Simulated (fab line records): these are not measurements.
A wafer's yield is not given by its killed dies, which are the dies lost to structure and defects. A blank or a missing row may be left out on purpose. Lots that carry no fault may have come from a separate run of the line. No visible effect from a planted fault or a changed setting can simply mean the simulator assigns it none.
What tool caused it? + flow nandHarc + 24 lots with 72 wafers sampled at 4 steps, on a route of 1302 steps

== WHAT THE GAUGES READ, wafer by wafer ==
NHARC_A_M1_CD_MEAS_16.
| lot  | measured     | on       | cdNm (nm)         |
|------|--------------|----------|-------------------|
| L075 | day 22 21:03 | cdSem-03 | 118.7 120.0 118.3 |
| L074 | day 23 14:48 | cdSem-01 | 120.4 118.1 119.2 |
| L076 | day 23 21:51 | cdSem-01 | 119.5 119.0 120.5 |
| L077 | day 24 02:44 | cdSem-03 | 118.6 119.5 118.1 |
| L078 | day 24 11:08 | cdSem-03 | 119.6 120.8 120.2 |
| L079 | day 24 13:50 | cdSem-03 | 118.7 118.6 118.5 |
| L082 | day 25 22:44 | cdSem-02 | 118.8 118.4 119.8 |
| L081 | day 25 23:14 | cdSem-02 | 120.5 120.3 122.3 |
| L080 | day 26 06:05 | cdSem-01 | 118.6 119.2 120.2 |
| L083 | day 26 08:52 | cdSem-01 | 120.0 118.9 119.2 |
| L084 | day 28 03:00 | cdSem-03 | 120.3 120.0 121.0 |
| L086 | day 28 06:05 | cdSem-03 | 121.5 120.6 120.6 |
| L085 | day 28 08:44 | cdSem-03 | 120.8 121.5 121.3 |
| L087 | day 28 09:59 | cdSem-03 | 118.1 118.9 120.6 |
| L089 | day 28 20:47 | cdSem-01 | 119.4 120.1 119.5 |
| L088 | day 28 23:02 | cdSem-02 | 119.2 120.5 119.8 |
| L092 | day 29 13:41 | cdSem-02 | 120.5 119.8 119.9 |
| L090 | day 29 17:11 | cdSem-02 | 119.9 120.4 120.3 |
| L091 | day 29 23:28 | cdSem-02 | 120.7 120.1 119.7 |
| L093 | day 31 13:15 | cdSem-02 | 119.4 119.7 117.9 |
| L095 | day 31 16:18 | cdSem-03 | 118.2 120.7 120.9 |
| L097 | day 31 17:59 | cdSem-03 | 119.4 121.0 121.1 |
| L094 | day 31 19:58 | cdSem-03 | 120.1 119.2 121.0 |
| L096 | day 32 12:01 | cdSem-01 | 119.7 119.3 121.2 |

== EACH LOT AND THE TOOL THAT RAN IT (in order: tool; ch and the chambers of the sampled wafers; start) ==
| lot  | NHARC_A_CONTACT_ETCH_136           | NHARC_A_BLC_DEGAS_30        | NHARC_A_M0_ETCH_34                |
|------|------------------------------------|-----------------------------|-----------------------------------|
| L075 | harCapEtch-02 ch 0,1, day 22 06:50 | pvdSputter-03, day 22 14:26 | rieDiel-12 ch 0,1,3, day 22 16:52 |
| L074 | harCapEtch-01 ch 0,1, day 23 01:49 | pvdSputter-03, day 23 08:13 | rieDiel-10 ch 1,2,3, day 23 10:38 |
| L076 | harCapEtch-02 ch 0,1, day 23 08:22 | pvdSputter-02, day 23 15:12 | rieDiel-10 ch 0,1, day 23 17:37   |
| L077 | harCapEtch-01 ch 0,1, day 23 13:39 | pvdSputter-01, day 23 19:47 | rieDiel-09 ch 0,1,3, day 23 22:22 |
| L078 | harCapEtch-01 ch 0,1, day 23 21:29 | pvdSputter-02, day 24 03:49 | rieDiel-12 ch 0,1,2, day 24 06:54 |
| L079 | harCapEtch-03 ch 0,1, day 24 00:28 | pvdSputter-01, day 24 07:12 | rieDiel-12 ch 0,2,3, day 24 09:38 |
| L082 | harCapEtch-02 ch 0,1, day 25 09:11 | pvdSputter-03, day 25 15:49 | rieDiel-12 ch 0,1,2, day 25 18:28 |
| L081 | harCapEtch-03 ch 0,1, day 25 10:06 | pvdSputter-01, day 25 16:26 | rieDiel-10 ch 0,2, day 25 19:00   |
| L080 | harCapEtch-02 ch 0,1, day 25 17:11 | pvdSputter-02, day 25 23:32 | rieDiel-12 ch 1,3, day 26 01:58   |
| L083 | harCapEtch-03 ch 1, day 25 19:28   | pvdSputter-02, day 26 02:03 | rieDiel-09 ch 0,1,3, day 26 04:32 |
| L084 | harCapEtch-01 ch 0,1, day 27 14:19 | pvdSputter-03, day 27 20:22 | rieDiel-10 ch 0,1, day 27 22:50   |
| L086 | harCapEtch-03 ch 0,1, day 27 16:31 | pvdSputter-03, day 27 23:04 | rieDiel-12 ch 0,2, day 28 01:38   |
| L085 | harCapEtch-01 ch 0,1, day 27 16:44 | pvdSputter-02, day 28 01:49 | rieDiel-09 ch 0,1,2, day 28 04:23 |
| L087 | harCapEtch-01 ch 0,1, day 27 19:09 | pvdSputter-02, day 28 02:49 | rieDiel-09 ch 1,2,3, day 28 05:29 |
| L089 | harCapEtch-02 ch 0,1, day 28 06:59 | pvdSputter-01, day 28 13:50 | rieDiel-10 ch 0,2,3, day 28 16:23 |
| L088 | harCapEtch-01 ch 0,1, day 28 10:08 | pvdSputter-01, day 28 16:20 | rieDiel-12 ch 0,1, day 28 18:53   |
| L092 | harCapEtch-02 ch 0,1, day 29 00:32 | pvdSputter-02, day 29 06:47 | rieDiel-12 ch 0,2,3, day 29 09:23 |
| L090 | harCapEtch-01 ch 0,1, day 29 04:08 | pvdSputter-03, day 29 10:22 | rieDiel-12 ch 0,1, day 29 12:55   |
| L091 | harCapEtch-02 ch 0,1, day 29 09:40 | pvdSputter-02, day 29 15:56 | rieDiel-10 ch 0,1, day 29 18:29   |
| L093 | harCapEtch-02 ch 0,1, day 30 23:41 | pvdSputter-03, day 31 06:27 | rieDiel-10 ch 0,1,3, day 31 09:00 |
| L095 | harCapEtch-01 ch 0,1, day 31 03:07 | pvdSputter-03, day 31 09:26 | rieDiel-12 ch 0,3, day 31 12:09   |
| L097 | harCapEtch-02 ch 0,1, day 31 04:56 | pvdSputter-03, day 31 11:08 | rieDiel-09 ch 0,1,2, day 31 13:43 |
| L094 | harCapEtch-03 ch 0,1, day 31 06:43 | pvdSputter-02, day 31 12:58 | rieDiel-09 ch 0,2,3, day 31 15:28 |
| L096 | harCapEtch-01 ch 0,1, day 31 22:40 | pvdSputter-03, day 32 04:52 | rieDiel-12 ch 0,2,3, day 32 07:43 |
- NHARC_A_CONTACT_ETCH_136: etches the open film in C4F8/O2/Ar, time 311 s, target depth 1912 nm.
- NHARC_A_BLC_DEGAS_30: time 60 s.
- NHARC_A_M0_ETCH_34: etches the open film in N2/H2, target depth 40 nm, overetch 12 nm, time 43.94 s.

== WHAT THE TOOLS THEMSELVES READ (means of the sampled wafers that have a number; where no wafer has one, the mark that the record gives instead) ==
NHARC_A_BLC_DEGAS_30.
| lot  | tool          | heaterPowerW (W) |
|------|---------------|------------------|
| L075 | pvdSputter-03 | 447              |
| L074 | pvdSputter-03 | 457              |
| L076 | pvdSputter-02 | 517              |
| L077 | pvdSputter-01 | 469              |
| L078 | pvdSputter-02 | 494              |
| L079 | pvdSputter-01 | 477              |
| L082 | pvdSputter-03 | 412              |
| L081 | pvdSputter-01 | 453              |
| L080 | pvdSputter-02 | 517              |
| L083 | pvdSputter-02 | 520              |
| L084 | pvdSputter-03 | 439              |
| L086 | pvdSputter-03 | 469              |
| L085 | pvdSputter-02 | 500              |
| L087 | pvdSputter-02 | 480              |
| L089 | pvdSputter-01 | 455              |
| L088 | pvdSputter-01 | 492              |
| L092 | pvdSputter-02 | 498              |
| L090 | pvdSputter-03 | 440              |
| L091 | pvdSputter-02 | 474              |
| L093 | pvdSputter-03 | 450              |
| L095 | pvdSputter-03 | 449              |
| L097 | pvdSputter-03 | 488              |
| L094 | pvdSputter-02 | 507              |
| L096 | pvdSputter-03 | 491              |

NHARC_A_M0_ETCH_34.
| lot  | tool       | biasW (W) | drypumpMotorCurrentA (A) | oesProductAu (a.u.) | rfVppV (V) | showerheadPlenumPTorr (Torr) | throttleValvePct (%) |
|------|------------|-----------|--------------------------|---------------------|------------|------------------------------|----------------------|
| L075 | rieDiel-12 | 149.9     | 5.6                      | 1.013               | 431.3      | 2.10                         | 14.171               |
| L074 | rieDiel-10 | 150.2     | 5.5                      | 1.000               | 431.6      | 2.09                         | 14.176               |
| L076 | rieDiel-10 | 149.7     | 5.5                      | 0.991               | 430.5      | 2.06                         | 14.170               |
| L077 | rieDiel-09 | 149.9     | 5.8                      | 1.009               | 433.2      | 2.12                         | 14.177               |
| L078 | rieDiel-12 | 150.1     | 5.5                      | 1.006               | 430.1      | 2.01                         | 14.170               |
| L079 | rieDiel-12 | 150.4     | 5.6                      | 1.004               | 429.4      | 2.00                         | 14.169               |
| L082 | rieDiel-12 | 150.1     | 5.5                      | 1.009               | 429.3      | 2.01                         | 14.175               |
| L081 | rieDiel-10 | 149.8     | 5.7                      | 0.989               | 431.4      | 2.10                         | 14.168               |
| L080 | rieDiel-12 | 150.1     | 5.4                      | 1.003               | 434.4      | 2.17                         | 14.163               |
| L083 | rieDiel-09 | 149.8     | 5.9                      | 1.004               | 432.8      | 2.12                         | 14.164               |
| L084 | rieDiel-10 | 149.8     | 5.7                      | 1.004               | 432.4      | 2.09                         | 14.174               |
| L086 | rieDiel-12 | 150.3     | 5.5                      | 1.008               | 427.1      | 1.92                         | 14.174               |
| L085 | rieDiel-09 | 150.1     | 5.9                      | 1.007               | 433.0      | 2.11                         | 14.171               |
| L087 | rieDiel-09 | 149.9     | 5.8                      | 1.004               | 433.3      | 2.13                         | 14.178               |
| L089 | rieDiel-10 | 149.7     | 5.7                      | 0.993               | 432.8      | 2.11                         | 14.168               |
| L088 | rieDiel-12 | 150.1     | 5.7                      | 1.005               | 429.9      | 2.03                         | 14.174               |
| L092 | rieDiel-12 | 150.0     | 5.7                      | 0.996               | 429.4      | 2.00                         | 14.169               |
| L090 | rieDiel-12 | 150.3     | 5.7                      | 1.011               | 429.5      | 2.03                         | 14.170               |
| L091 | rieDiel-10 | 150.5     | 5.5                      | 1.003               | 431.0      | 2.06                         | 14.175               |
| L093 | rieDiel-10 | 150.0     | 5.6                      | 1.009               | 432.4      | 2.11                         | 14.181               |
| L095 | rieDiel-12 | 149.5     | 5.8                      | 0.999               | 429.9      | 2.02                         | 14.172               |
| L097 | rieDiel-09 | 150.0     | 5.9                      | 0.996               | 432.4      | 2.11                         | 14.170               |
| L094 | rieDiel-09 | 149.8     | 6.2                      | 1.010               | 433.2      | 2.13                         | 14.174               |
| L096 | rieDiel-12 | 149.8     | 5.6                      | 0.996               | 428.4      | 2.00                         | 14.178               |

== THE ANSWER, worked out from the rows above alone ==
Rule: usual is defined by the lots themselves. Put in order of their means at a reading, lots are off if they are a third of the lots or fewer, leave a main group of 4 or more, and stand apart from it by a gap of 3 or more times the standard deviation of the main group's means; of several such gaps the widest counts. A main group is skipped when, at the precision printed for the reading in the tables above, its means are all equal. A lot without any number at a reading at which 4 lots or more have one is off too. The other lots that the step has rows for count as sound. The gauges are gone through in route order, then the tools' own readings, and for those a lot's mean is taken as printed above. The first step at which some lot is off is used, and at that step the reading that is off furthest; a lot without a number counts as furthest.
Across all readings shown, no lot is off: no conclusion can be drawn from this.

== WHAT WAS PUT IN BY THE SIMULATOR ==
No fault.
